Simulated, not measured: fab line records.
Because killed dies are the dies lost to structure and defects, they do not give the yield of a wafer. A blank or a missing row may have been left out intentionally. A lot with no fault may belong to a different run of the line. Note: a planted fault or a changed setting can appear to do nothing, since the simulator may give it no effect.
A single fault, viewed from 2 desks	flow n5Finfet	numbers are kept per desk, each desk with only its own; the story behind them comes last

DESK OF THE TOOL OWNER: rieDiel-02
The tool's own readings at N5_HKMG_FIN_ETCH_32 (etches SOC in N2/H2, target depth 240 nm, time 300 s): means of the sampled wafers that have a number, for each lot that ran on this tool. A lot is out of limits, marked OUT, if its mean lies more than 4 standard deviations from the usual mean; the brackets give that distance.
Columns: A = drypumpMotorCurrentA at N5_HKMG_FIN_ETCH_32, usual 5.6 A; B = h2FlowSccm at N5_HKMG_FIN_ETCH_32, usual 200.0 sccm; C = oesProductAu at N5_HKMG_FIN_ETCH_32, usual 0.80 a.u.; D = rfVppV at N5_HKMG_FIN_ETCH_32, usual 523.3 V; E = showerheadPlenumPTorr at N5_HKMG_FIN_ETCH_32, usual 2.52 Torr; F = throttleValvePct at N5_HKMG_FIN_ETCH_32, usual 17.81 %
lot	first seen here	A	B	C	D	E	F
L153	day 4 03:53	5.9	199.7	0.71	521.1	2.43	17.86
L161	day 6 05:31	5.9	200.2	0.70	521.4	2.43	17.98
L169	day 8 10:47	5.8	219.5 (+32) OUT	0.81	523.4	2.59	18.51
L171	day 8 22:20	5.5	219.8 (+32) OUT	0.79	522.8	2.57	18.50
This desk finds L169, L171 out of limits, L169 being first, at day 8 10:47 (h2FlowSccm at N5_HKMG_FIN_ETCH_32). L153, L161: within limits.

METROLOGY DESK
Means of the sampled wafers that have a number, per lot and without regard to the tool the lot ran on: this is what the gauges read. A lot is out of limits, marked OUT, if its mean lies more than 4 standard deviations from the usual mean; the brackets give that distance. Shown here are 7 of its 11 readings, the ones lying furthest out on some lot.
Columns: A = DIBL_N at N5_BEOL_M4_RC_MEAS_101, usual 36.2 mV/V; B = IOFF_P at N5_BEOL_M4_RC_MEAS_101, usual 0.22 nA/um; C = ION_N at N5_BEOL_M4_RC_MEAS_101, usual 672 uA/um; D = ION_P at N5_BEOL_M4_RC_MEAS_101, usual 463 uA/um; E = SS_N at N5_BEOL_M4_RC_MEAS_101, usual 71.4 mV/dec; F = VT_N at N5_BEOL_M4_RC_MEAS_101, usual 250 mV; G = VT_P at N5_BEOL_M4_RC_MEAS_101, usual -250 mV
lot	first seen here	A	B	C	D	E	F	G
L153	day 4 03:41	36.1	0.17	664	449	71.4	252	-255
L155	day 4 16:01	36.6	0.23	672	465	71.7	249	-250
L156	day 4 21:15	36.9	0.23	681	470	71.7	247	-249
L158	day 5 08:23	36.0	0.20	673	461	71.1	249	-249
L161	day 6 05:00	36.2	0.26	676	467	71.0	247	-246
L169	day 8 10:36	34.6	0.19	656	457	71.1	251	-251
L171	day 8 22:09	34.9	0.23	675	467	71.2	250	-246
L173	day 9 06:07	38.8	0.22	660	460	71.6	249	-249
L174	day 9 11:59	35.6	0.20	665	458	71.4	252	-249
L176	day 10 00:16	36.6	0.22	678	468	72.0	249	-248
This desk found nothing out of limits on any of the 10 lots.

TAKEN TOGETHER
An alarm could have come from the tool owner's desk at day 8 10:47, on L169, L171.
From the metrology desk's view, nothing was out of limits.
The metrology desk has L169, L171 on record, within its limits.
On rieDiel-02, each named lot ran N5_HKMG_FIN_ETCH_32.

WHAT HAD BEEN PUT IN BY THE SIMULATOR
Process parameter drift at N5_HKMG_FIN_ETCH_32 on rieDiel-02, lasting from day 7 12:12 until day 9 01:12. A move of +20 in setting h2FlowSccm, from 200. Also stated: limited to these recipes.
Shown lots that were struck: L169, L171.
Each desk's first reading out of limits, in hours after the fault started: the tool owner's desk, 23.
